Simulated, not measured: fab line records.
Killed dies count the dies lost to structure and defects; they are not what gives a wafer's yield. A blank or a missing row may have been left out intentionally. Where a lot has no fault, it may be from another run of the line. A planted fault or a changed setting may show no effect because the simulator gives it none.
fab line records	flow n5-finfet	part 1 of 2: steps 1 to 4 of 6
record lots=21	wafers=63	last-day=19
route steps=1938 shown BEOL_M0_CUTY@713 BEOL_M0@721 BEOL_M1@751
lots that met no fault: taken from a fault-free run of the same line
start-h: hours from the record's opening day to when the first of the lot's shown wafers began	wait-h: time in hours since the lot's previous step	" as in the row above	L1.1+2: a row that stands for several wafers	- no value present, or no start provided	* or withheld: withheld	< > ~ a bound
route shown NAME@n: a module of which the file shows steps, and the number in the route of the first	usual: mean and standard deviation over wafers with no fault	same: alike in all rows	chamber/n: place in a boat	sites: the reading at each site	_std_site: standard deviation of those values	_edge_site: outer sites' mean less inner sites'	radius-mm: for every site, how far away it sits from the centre of the wafer	mask NAME#n: copy n	behind: tool/chamber where the wafer was last shaped	hold: why the lot was held/for how many hours/how that ended	device: names the non-switching transistor (n, p or np)	end of line: the route-end tests of the same wafers	for a step that has no rows: nothing shown but its recipe	killed: at the first sort, the dies lost to defects and structure; wafer yield is something else	map: the dies of a wafer, with x for killed, . for not killed, _ for no die there
set.NAME: the run value of the setting; set.NAME@STEP: its run value at that earlier step	model.NAME: the simulator's own value behind a step, which no gauge read
route steps across a sampled set of lots; one table per step, one row per wafer
services: a tool's chamber out of use, with start hour (start-h, from the record's first day; less than 0 if before it), hours out, and reason
## steps
# step N5_BEOL_M0_CUTY_ETCH_63
# recipe chemistry=N2/H2	target=SOC	target-depth-a=827	overetch-a=165	mask-material=SiARC	temp-c=40	ion-energy-ev=200	time-s=124	pressure-mtorr=30	source-w=840	bias-w=150	n2-flow-sccm=200	h2-flow-sccm=200
# usual drypump-motor-current-A=6.0/0.48	oes-product-au=0.65/0.073	rf-vpp-V=523.0/2.4	showerhead-plenum-p-Torr=2.51/0.082	throttle-valve-pct=17.8/0.35
lot.wafer	tool	chamber	start-h	wait-h	drypump-motor-current-A	oes-product-au	rf-hours-counter-h	rf-vpp-V	showerhead-plenum-p-Torr	throttle-valve-pct
L074.1	rie-diel-04	3	117.19	0.0	5.2	0.59	211	519.0	2.40	17.6
L074.3	"	0	"	"	6.0	0.64	107	524.0	2.56	18.2
L074.6	"	0	"	"	6.0	0.63	-	525.0	2.56	18.2
L077.1	rie-diel-01	0	132.46	0.0	6.4	0.60	175	525.9	2.62	18.0
L077.4	"	3	"	"	5.9	0.77	17	522.1	2.47	17.1
L077.5	"	2	"	"	6.6	0.63	-	520.7	2.44	18.3
L076.1	rie-diel-01	2	132.85	0.0	6.6	0.63	140	522.0	2.44	18.3
L076.4	"	0	"	"	6.4	0.60	175	525.6	2.62	18.0
L076.5	"	2	"	"	6.6	0.63	-	519.6	2.44	18.3
L078.1	rie-diel-04	1	139.71	0.0	6.4	0.56	242	525.9	2.62	17.9
L078.3	"	3	"	"	5.2	0.58	221	519.9	2.40	17.6
L078.4	"	0	"	"	6.0	0.63	-	524.5	2.56	18.2
L079.1	rie-diel-01	3	147.86	0.0	6.0	0.76	22	523.6	2.47	17.2
L079.4	"	1	"	"	5.8	0.76	16	522.8	2.49	17.7
L079.6	"	2	"	"	6.6	0.63	-	520.7	2.44	18.3
L080.1	rie-diel-04	1	151.22	0.0	6.4	0.57	248	526.5	2.62	18.0
L080.4	"	0	"	"	6.0	0.63	-	522.9	2.56	18.2
L080.6	"	3	"	"	5.2	0.58	-	519.1	2.40	17.7
L081.1	rie-diel-01	3	158.68	0.0	5.9	0.75	26	521.8	2.47	17.2
L081.3	"	2	"	"	6.6	0.63	148	521.5	2.44	18.3
L081.4	"	0	"	"	6.5	0.60	183	527.2	2.62	18.0
L082.3	rie-diel-01	2	168.30	0.0	6.5	0.63	151	520.1	2.44	18.3
L082.4	"	0	"	"	6.4	0.60	185	527.7	2.62	18.0
L082.6	"	2	"	"	6.5	0.63	-	519.8	2.44	18.3
L083.2	rie-diel-01	0	173.77	0.0	6.4	0.60	187	527.1	2.62	18.0
L083.4	"	1	"	"	5.8	0.73	22	524.1	2.49	17.8
L083.6	"	2	"	"	6.6	0.62	-	521.3	2.44	18.3
L084.1	rie-diel-01	1	180.74	0.0	5.7	0.74	24	522.4	2.49	17.8
L084.4	"	2	"	"	6.5	0.62	154	520.9	2.44	18.3
L084.6	"	3	"	"	5.9	0.76	-	521.9	2.46	17.2
L085.2	rie-diel-01	2	190.82	0.0	6.6	0.62	157	522.5	2.43	18.3
L085.3	"	0	"	"	6.4	0.60	193	526.7	2.62	18.0
L085.4	"	3	"	"	6.0	0.76	35	521.8	2.46	17.2
L086.1	rie-diel-04	2	195.07	0.0	5.6	0.59	189	520.2	2.42	18.1
L086.5	"	1	"	"	6.4	0.77	-	525.1	2.61	17.5
L086.6	"	0	"	"	6.0	0.62	-	525.1	2.55	18.3
L087.1	rie-diel-03	0	200.27	0.0	5.6	0.57	233	520.3	2.42	18.0
L087.2	"	3	"	"	6.5	0.59	216	526.4	2.63	18.0
L087.5	"	2	"	"	5.3	0.63	-	521.2	2.44	17.5
L089.2	rie-diel-04	0	207.33	0.0	6.0	0.62	142	525.8	2.55	18.3
L089.3	"	1	"	"	6.4	0.76	10	524.8	2.61	17.5
L089.6	"	2	"	"	5.6	0.59	-	518.7	2.42	18.1
L090.3	rie-diel-03	1	213.38	0.0	5.2	0.80	3	525.1	2.61	17.4
L090.4	"	2	"	"	5.2	0.63	-	521.6	2.44	17.5
L090.5	"	0	"	"	5.6	0.56	-	519.4	2.42	18.0
L091.1	rie-diel-01	3	216.78	0.0	5.9	0.73	47	521.5	2.46	17.2
L091.2	"	2	"	"	6.6	0.61	162	520.0	2.43	18.3
L091.6	"	1	"	"	5.8	0.72	-	521.7	2.48	17.8
L092.1	rie-diel-04	0	224.71	0.0	6.0	0.61	150	523.8	2.54	18.3
L092.2	"	2	"	"	5.6	0.59	201	521.3	2.41	18.1
L092.6	"	0	"	"	6.0	0.61	-	524.0	2.54	18.3
L093.1	rie-diel-01	2	231.04	0.0	6.6	0.61	168	521.5	2.43	18.3
L093.4	"	0	"	"	6.4	0.58	209	526.3	2.61	18.0
L093.6	"	1	"	"	5.7	0.71	-	523.4	2.48	17.8
L094.1	rie-diel-03	3	240.45	0.0	6.4	0.58	228	525.3	2.62	18.0
L094.2	"	1	"	"	5.2	0.76	17	524.9	2.60	17.5
L094.5	"	2	"	"	5.3	0.61	-	521.5	2.44	17.5
L096.2	rie-diel-03	1	252.28	0.0	5.2	0.75	23	525.2	2.60	17.5
L096.4	"	2	"	"	5.3	0.61	-	521.3	2.43	17.5
L096.5	"	1	"	"	5.2	0.74	-	525.1	2.60	17.5
L097.2	rie-diel-03	2	254.65	0.0	5.3	0.61	155	520.7	2.43	17.6
L097.3	"	2	"	"	5.3	0.62	-	521.6	2.43	17.6
L097.6	"	2	"	"	5.3	0.62	-	521.0	2.43	17.5
# step N5_BEOL_M0_TRENCH_ETCH_107
# recipe chemistry=C4F6/O2	target-depth-a=328	target=SiOC	time-s=16.4	ion-energy-ev=250	pressure-mtorr=30	source-w=355	bias-w=185	Ar_flow_sccm=300	C4F6_flow_sccm=10	O2_flow_sccm=10
# usual drypump-motor-current-A=5.9/0.47	mfc-ar-sccm=300.0/0.8	oes-product-au=0.77/0.091	rf-vpp-V=674/13	showerhead-plenum-p-Torr=2.81/0.097	throttle-valve-pct=20.92/0.29
lot.wafer	tool	chamber	start-h	wait-h	drypump-motor-current-A	mfc-ar-sccm	oes-product-au	rf-hours-counter-h	rf-vpp-V	showerhead-plenum-p-Torr	throttle-valve-pct
L074.1	rie-diel-01	3	118.59	0.0	5.9	298.9	0.97	12	665	2.80	20.44
L074.3	"	1	"	"	5.8	301.1	0.97	6	672	2.78	20.77
L074.6	"	2	"	"	6.5	299.0	0.77	-	664	2.73	21.15
L077.1	rie-diel-03	1	133.34	0.0	5.2	301.1	0.70	235	671	2.92	20.84
L077.4	"	0	"	"	5.7	300.1	0.70	209	666	2.72	20.84
L077.5	"	3	"	"	6.5	301.7	0.72	-	663	2.92	20.75
L076.1	rie-diel-03	3	136.77	0.0	6.5	299.5	0.73	192	661	2.92	20.76
L076.4	"	0	"	"	5.6	300.0	0.69	210	665	2.71	20.83
L076.5	"	1	"	"	5.2	299.2	0.69	-	670	2.92	20.85
L078.1	rie-diel-04	1	140.85	0.0	6.4	299.5	0.66	243	684	2.93	20.94
L078.3	"	3	"	"	5.2	300.9	0.71	221	688	2.70	20.69
L078.4	"	0	"	"	6.0	300.9	0.77	-	662	2.87	21.28
L079.1	rie-diel-04	0	150.83	0.0	6.0	299.0	0.76	122	662	2.86	21.27
L079.4	"	3	"	"	5.2	299.9	0.70	-	688	2.70	20.72
L079.6	"	0	"	"	6.0	300.3	0.76	-	660	2.86	21.27
L080.1	rie-diel-04	0	153.76	0.0	6.0	300.3	0.76	124	662	2.86	21.29
L080.4	"	1	"	"	6.4	299.6	0.66	-	682	2.93	20.95
L080.6	"	3	"	"	5.2	298.9	0.71	-	689	2.70	20.69
L081.1	rie-diel-04	3	161.18	0.0	5.2	300.2	0.70	231	686	2.70	20.74
L081.3	"	2	"	"	5.6	299.2	0.72	-	687	2.72	21.08
L081.4	"	3	"	"	5.2	301.6	0.70	-	688	2.70	20.72
L082.3	rie-diel-04	0	171.46	0.0	6.0	299.9	0.76	-	661	2.86	21.29
L082.4	"	2	"	"	5.6	299.6	0.73	-	688	2.72	21.07
L082.6	"	0	"	"	6.0	299.2	0.76	-	662	2.86	21.29
L083.2	rie-diel-01	0	178.58	0.0	6.4	300.7	0.71	188	651	2.95	21.18
L083.4	"	3	"	"	6.0	301.1	0.93	31	664	2.80	20.45
L083.6	"	1	"	"	5.8	299.7	0.91	-	672	2.77	20.77
L084.1	rie-diel-01	2	181.82	0.0	6.6	299.7	0.75	154	663	2.72	21.18
L084.4	"	3	"	"	5.9	300.1	0.92	32	664	2.80	20.45
L084.6	"	3	"	"	5.9	300.1	0.92	-	665	2.80	20.46
L085.2	rie-diel-04	2	192.24	0.0	5.6	300.7	0.72	188	688	2.72	21.10
L085.3	"	1	"	"	6.4	299.0	0.95	5	683	2.92	20.57
L085.4	"	3	"	"	5.2	299.0	0.69	241	689	2.69	20.74
L086.1	rie-diel-04	0	196.45	0.0	6.0	298.8	0.74	138	661	2.86	21.28
L086.5	"	1	"	"	6.4	299.2	0.94	-	683	2.92	20.58
L086.6	"	2	"	"	5.6	298.3	0.72	-	686	2.72	21.09
L087.1	rie-diel-04	2	201.49	0.0	5.6	300.3	0.72	192	687	2.72	21.08
L087.2	"	1	"	"	6.4	300.5	0.93	8	684	2.92	20.57
L087.5	"	0	"	"	6.0	300.3	0.75	-	660	2.86	21.30
L089.2	rie-diel-04	3	209.44	0.0	5.2	299.8	0.69	247	689	2.69	20.75
L089.3	"	2	"	"	5.6	299.9	0.71	194	685	2.72	21.10
L089.6	"	0	"	"	6.0	299.6	0.75	-	661	2.86	21.32
L090.3	rie-diel-04	3	216.69	0.0	5.2	299.1	0.69	250	689	2.69	20.76
L090.4	"	2	"	"	5.6	298.5	0.71	197	686	2.71	21.10
L090.5	"	2	"	"	5.6	299.0	0.71	-	686	2.71	21.10
L091.1	rie-diel-01	0	220.40	0.0	6.5	300.5	0.71	206	652	2.95	21.24
L091.2	"	3	"	"	5.9	300.1	0.91	48	663	2.79	20.47
L091.6	"	3	"	"	5.9	299.5	0.92	-	664	2.79	20.49
L092.1	rie-diel-03	0	227.28	0.0	5.7	301.5	0.66	246	665	2.70	20.89
L092.2	"	2	"	"	5.3	300.0	0.75	142	673	2.74	20.55
L092.6	"	3	"	"	6.5	299.4	0.70	-	664	2.91	20.79
L093.1	rie-diel-04	2	232.21	0.0	5.6	299.2	0.70	206	688	2.71	21.11
L093.4	"	0	"	"	6.0	299.6	0.74	-	663	2.85	21.33
L093.6	"	1	"	"	6.4	300.8	0.89	-	686	2.92	20.57
L094.1	rie-diel-01	0	241.98	0.0	6.4	300.3	0.70	213	653	2.94	21.22
L094.2	"	1	"	"	5.8	299.2	0.86	49	672	2.76	20.82
L094.5	"	2	"	"	6.5	300.7	0.74	-	664	2.71	21.21
L096.2	rie-diel-04	1	260.33	0.0	6.4	300.7	0.87	36	682	2.91	20.60
L096.4	"	2	"	"	5.6	300.5	0.70	219	686	2.70	21.12
L096.5	"	0	"	"	6.0	300.2	0.73	-	661	2.84	21.35
L097.2	rie-diel-04	2	260.61	0.0	5.6	301.0	0.69	219	687	2.70	21.11
L097.3	"	0	"	"	6.0	300.8	0.72	167	661	2.84	21.36
L097.6	"	0	"	"	6.0	299.6	0.72	-	662	2.84	21.34
# step N5_BEOL_M0_PRE_CLEAN_113
# recipe gas=H2/He	time-s=30	temp-c=250
# usual heater-power-w=312/38
lot.wafer	tool	chamber	start-h	wait-h	heater-power-w
L074.1	pvd-sputter-02	-	119.23	0.0	313
L074.3	"	-	"	"	279
L074.6	"	-	"	"	381
L077.1	pvd-sputter-02	-	133.88	0.0	327
L077.4	"	-	"	"	285
L077.5	"	-	"	"	335
L076.1	pvd-sputter-01	-	138.69	0.0	351
L076.4	"	-	"	"	294
L076.5	"	-	"	"	315
L078.1	pvd-sputter-01	-	142.89	0.0	350
L078.3	"	-	"	"	293
L078.4	"	-	"	"	357
L079.1	pvd-sputter-02	-	151.44	0.0	330
L079.4	"	-	"	"	388
L079.6	"	-	"	"	284
L080.1	pvd-sputter-01	-	154.33	0.0	291
L080.4	"	-	"	"	360
L080.6	"	-	"	"	345
L081.1	pvd-sputter-03	-	161.72	0.0	286
L081.3	"	-	"	"	262
L081.4	"	-	"	"	279
L082.3	pvd-sputter-01	-	172.25	0.0	298
L082.4	"	-	"	"	323
L082.6	"	-	"	"	353
L083.2	pvd-sputter-02	-	179.27	0.0	283
L083.4	"	-	"	"	379
L083.6	"	-	"	"	331
L084.1	pvd-sputter-03	-	182.88	0.0	290
L084.4	"	-	"	"	269
L084.6	"	-	"	"	277
L085.2	pvd-sputter-03	-	193.26	0.0	263
L085.3	"	-	"	"	339
L085.4	"	-	"	"	272
L086.1	pvd-sputter-03	-	198.46	0.0	259
L086.5	"	-	"	"	276
L086.6	"	-	"	"	352
L087.1	pvd-sputter-02	-	202.46	0.0	278
L087.2	"	-	"	"	324
L087.5	"	-	"	"	322
L089.2	pvd-sputter-03	-	210.75	0.0	350
L089.3	"	-	"	"	257
L089.6	"	-	"	"	262
L090.3	pvd-sputter-03	-	219.57	0.0	288
L090.4	"	-	"	"	267
L090.5	"	-	"	"	262
L091.1	pvd-sputter-02	-	220.82	0.0	385
L091.2	"	-	"	"	274
L091.6	"	-	"	"	382
L092.1	pvd-sputter-02	-	227.97	0.0	289
L092.2	"	-	"	"	386
L092.6	"	-	"	"	275
L093.1	pvd-sputter-01	-	233.55	0.0	289
L093.4	"	-	"	"	344
L093.6	"	-	"	"	291
L094.1	pvd-sputter-03	-	243.91	0.0	273
L094.2	"	-	"	"	268
L094.5	"	-	"	"	354
L096.2	pvd-sputter-01	-	261.37	0.0	300
L096.4	"	-	"	"	353
L096.5	"	-	"	"	293
L097.2	pvd-sputter-03	-	261.84	0.0	272
L097.3	"	-	"	"	338
L097.6	"	-	"	"	277
# step N5_BEOL_M1_ILD_DEP_00
# recipe material=SiOC	target-thk-a=790	temp-c=350	precursor=DEMS/O2	pressure-torr=5	rf-w=500	time-s=15.3
# usual chamber-pressure-Torr=5.001/0.012	heater-power-w=485/77	showerhead-plenum-p-Torr=5.695/0.016	showerhead-vpp-V=1347/69	throttle-valve-pct=11.8/0.63
lot.wafer	tool	chamber	start-h	wait-h	chamber-pressure-Torr	heater-power-w	showerhead-plenum-p-Torr	showerhead-vpp-V	throttle-valve-pct
L074.1	pecvd-03	2	123.10	0.0	5.008	450	5.712	1273	10.6
L074.3	"	0	"	"	5.007	554	5.685	1317	12.1
L074.6	"	2	"	"	4.992	449	5.691	1264	10.6
L077.1	pecvd-03	2	137.93	0.0	4.997	468	5.710	1277	10.5
L077.4	"	2	"	"	4.992	468	5.712	1278	10.5
L077.5	"	1	"	"	4.995	444	5.688	1462	12.5
L076.1	pecvd-03	2	142.03	0.0	4.997	435	5.716	1291	10.5
L076.4	"	1	"	"	5.000	454	5.671	1464	12.6
L076.5	"	0	"	"	5.000	534	5.700	1334	11.9
L078.1	pecvd-03	2	145.47	0.0	4.989	446	5.707	1285	10.7
L078.3	"	0	"	"	5.024	498	5.687	1338	12.3
L078.4	"	0	"	"	5.015	491	5.680	1343	12.0
L079.1	pecvd-02	2	158.02	0.0	5.008	499	5.693	1301	12.2
L079.4	"	2	"	"	4.999	498	5.710	1289	12.0
L079.6	"	0	"	"	5.017	433	5.694	1373	12.3
L080.1	pecvd-04	2	159.63	0.0	5.000	698	5.722	1332	11.4
L080.4	"	1	"	"	5.014	498	5.665	1233	11.4
L080.6	"	2	"	"	5.005	690	5.722	1340	11.4
L081.1	pecvd-03	1	165.28	0.0	5.005	410	5.688	1493	12.3
L081.3	"	2	"	"	5.023	477	5.714	1301	10.4
L081.4	"	1	"	"	5.003	411	5.686	1479	12.5
L082.3	pecvd-03	2	177.73	0.0	4.991	421	5.698	1283	10.9
L082.4	"	1	"	"	5.000	380	5.693	1493	12.5
L082.6	"	0	"	"	4.983	550	5.696	1349	11.8
L083.2	pecvd-02	2	184.05	0.0	5.008	533	5.693	1291	12.3
L083.4	"	2	"	"	5.003	544	5.705	1297	11.9
L083.6	"	1	"	"	5.008	436	5.682	1375	11.3
L084.1	pecvd-02	0	185.83	0.0	5.010	435	5.709	1367	12.4
L084.4	"	2	"	"	5.001	516	5.715	1286	12.0
L084.6	"	1	"	"	4.998	428	5.689	1363	11.3
L085.2	pecvd-02	2	196.85	0.0	4.997	556	5.708	1272	11.9
L085.3	"	0	"	"	5.012	369	5.701	1382	12.4
L085.4	"	2	"	"	5.007	569	5.712	1300	12.0
L086.1	pecvd-04	0	200.68	0.0	5.002	496	5.692	1439	12.6
L086.5	"	2	"	"	4.994	592	5.712	1358	11.6
L086.6	"	0	"	"	4.980	528	5.718	1413	12.4
L087.1	pecvd-03	0	205.45	0.0	4.997	552	5.702	1331	12.2
L087.2	"	2	"	"	5.022	472	5.701	1294	10.6
L087.5	"	0	"	"	5.018	540	5.684	1338	12.1
L089.2	pecvd-04	1	214.12	0.0	4.994	422	5.676	1246	11.5
L089.3	"	0	"	"	4.985	425	5.712	1378	12.5
L089.6	"	2	"	"	4.983	570	5.695	1364	11.5
L090.3	pecvd-02	1	222.01	0.0	4.985	476	5.686	1361	11.2
L090.4	"	0	"	"	5.009	406	5.691	1375	12.2
L090.5	"	2	"	"	5.000	573	5.709	1307	12.4
L091.1	pecvd-03	2	223.31	0.0	5.003	462	5.702	1263	10.5
L091.2	"	0	"	"	4.974	587	5.686	1331	12.2
L091.6	"	2	"	"	4.986	467	5.698	1261	10.8
L092.1	pecvd-04	1	231.21	0.0	4.982	416	5.675	1247	11.3
L092.2	"	0	"	"	4.990	449	5.710	1439	12.7
L092.6	"	0	"	"	5.006	444	5.710	1411	12.6
L093.1	pecvd-02	2	236.18	0.0	5.006	562	5.709	1285	12.4
L093.4	"	2	"	"	5.008	561	5.688	1312	12.0
L093.6	"	0	"	"	4.993	372	5.720	1369	12.1
L094.1	pecvd-04	1	246.48	0.0	5.012	489	5.668	1256	11.5
L094.2	"	0	"	"	4.994	518	5.715	1397	12.3
L094.5	"	0	"	"	4.982	523	5.693	1407	12.3
L096.2	pecvd-03	1	263.65	0.0	4.998	389	5.686	1477	12.7
L096.4	"	1	"	"	5.017	390	5.697	1463	12.5
L096.5	"	0	"	"	5.014	560	5.690	1318	12.0
L097.2	pecvd-04	1	264.20	0.0	5.010	464	5.670	1243	11.3
L097.3	"	2	"	"	5.001	663	5.715	1367	11.7
L097.6	"	1	"	"	5.012	464	5.685	1236	11.5
